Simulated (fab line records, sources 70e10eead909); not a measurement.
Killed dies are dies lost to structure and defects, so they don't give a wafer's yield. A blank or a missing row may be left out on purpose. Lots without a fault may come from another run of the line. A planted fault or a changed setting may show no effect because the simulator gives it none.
Problem report in the 8D (eight disciplines) form, filled by code | flow nand_harc | the parts of the form that need people (team, actions taken, sign-off) are left out

1. THE PROBLEM
thk_nm at NHARC_A_ONON_D2_THK_MEAS_30 reads a mean of 908 nm on 6 wafers of 2 lots; wafers without a fault read 1002 nm with a standard deviation of 9.9. That is -9.5 standard deviations from the usual mean.
The step: measures by ellipsometry.
First seen on wafer L616.2, day 21 09:41, on film_metro-01. The record holds 39 wafers of 13 lots with a number at this step. Rule for "out", or "out of limits": more than 4 standard deviations from the usual mean. The other wafers with a number count as sound.

2. WHAT IT IS AND WHAT IT IS NOT
question                    | is                     | is not
which readings at this step | thk_nm                 | -
which lots                  | L616, L618             | L598, L600, L601, L603, L604, L605, L606, L607, L609, L610, L617
which wafers of those lots  | all that have a number | -
read on which gauges        | film_metro-01          | film_metro-02
when                        | from day 21 09:41      | up to then (30 sound wafers); but 3 sound wafers of L617 came after

3. SUSPECTS, AND WHAT RULES EACH OUT
Counting: a tool at a process step up to the reading stays a suspect if it ran every lot that is out and no sound lot after the first of them.
- the gauge at NHARC_A_ONON_D2_THK_MEAS_30: ruled out. All the wafers that are out were read on film_metro-01, but those of them that NHARC_END_SORT_01 has rows for are out there too, on other tools.
- cmp-03 at NHARC_A_DECK1_JOINT_CMP_13 (polishes, target thk 51.023 nm): kept. It ran every lot that is out, first L616 (day 19 13:17), and no sound lot after that; its last sound lot up to then is L610 (day 16 07:49).
- pecvd_onon-01 at NHARC_A_ONON_D2_DEP_28 (target thk 1000 nm): kept. It ran every lot that is out, first L616 (day 21 09:14), and no sound lot after that; its last sound lot up to then is L610 (day 18 01:21).
Left after counting: cmp-03 at NHARC_A_DECK1_JOINT_CMP_13, pecvd_onon-01 at NHARC_A_ONON_D2_DEP_28.

4. THE CAUSE (what the simulator had put in)
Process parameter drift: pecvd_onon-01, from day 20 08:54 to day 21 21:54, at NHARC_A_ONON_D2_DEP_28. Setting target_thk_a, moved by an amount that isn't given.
Counting left 2 suspects, and this tool is among them.

5. THE CHAIN OF EFFECTS, in route order
Each row: a reading whose mean over the struck wafers that have a number lies more than 3 standard deviations from the usual. Only readings for which the record gives a usual standard deviation are gone through. hours: the time from each lot's start at the first step in this table that gives one to its start at this step, as a median over the lots. sigmas: the change in usual standard deviations.
hours | step                        | reading         | usual   | on struck wafers | change | sigmas
0     | NHARC_A_ONON_D2_THK_MEAS_30 | thk_nm          | 1002 nm | 908              | -94    | -9.5
280   | NHARC_END_SORT_01           | killed_at_array | 61      | 670              | +609   | +26
280   | NHARC_END_SORT_01           | killed_dies     | 66      | 677              | +611   | +28
Later measuring or inspecting steps at which every struck wafer that the step has a row for has a number for every such reading, and none has moved that far: NHARC_A_ONON_D2_INSPECT_32.

6. WHAT WOULD HAVE CAUGHT IT SOONER
In this record the first reading out of limits at a measuring or inspecting step was taken at day 21 09:41, 25 hours after the fault began at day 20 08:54.
Of the lots that are out (2), L618 began NHARC_A_ONON_D2_DEP_28 on pecvd_onon-01 after day 21 09:41. A hold on the tool at that time would have spared it.
